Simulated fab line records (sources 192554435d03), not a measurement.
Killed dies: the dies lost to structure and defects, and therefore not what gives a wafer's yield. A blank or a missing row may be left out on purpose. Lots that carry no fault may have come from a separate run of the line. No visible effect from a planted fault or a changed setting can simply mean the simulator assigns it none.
Matching of chambers | flow n5-finfet | rie-diel-03 running N5_BEOL_M15_DESCUM_15: 4 sister chambers
The step chemistry O2, time 7.9 s. 4 wafers are shown with their chamber, then 8 later ones without.

EACH WAFER AND ITS CHAMBER
wafer  | chamber | showerhead-plenum-p-Torr (Torr)
L087.2 | 2       | 2.17
L091.5 | 0       | 2.15
L091.6 | 1       | 2.16
L092.1 | 3       | 1.91

WAFERS MISSING THEIR CHAMBER
wafer  | showerhead-plenum-p-Torr (Torr)
L092.4 | 2.17
L092.6 | 2.15
L093.1 | 1.91
L093.4 | 2.14
L093.5 | 1.91
L097.1 | 2.16
L097.4 | 2.15
L097.5 | 2.16

EACH ONE'S CHAMBER
wafer  | from the rows above | in truth
L092.4 | 2                   | 2
L092.6 | 0                   | 0
L093.1 | 3                   | 3
L093.4 | 0                   | 0
L093.5 | 3                   | 3
L097.1 | 1                   | 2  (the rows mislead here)
L097.4 | 0                   | 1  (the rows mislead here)
L097.5 | 1                   | 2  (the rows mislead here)
Correctly placed: 5 of 8. Number that these rows cannot place: 0. Wrongly placed: 3.
How it was worked out, from the rows above alone: a wafer's distance from a chamber is the root of the sum, over the readings, of the square of ((its reading less the chamber's mean) divided by the reading's scatter). If the next closest chamber is less than 2 further off than the closest, the wafer can't be placed; otherwise it belongs to the closest. For every chamber, the mean is computed from those of its wafers that are shown. The scatter: with one shown wafer a chamber, the root of the mean of the squares of how far each hidden wafer lies from its nearest shown one.
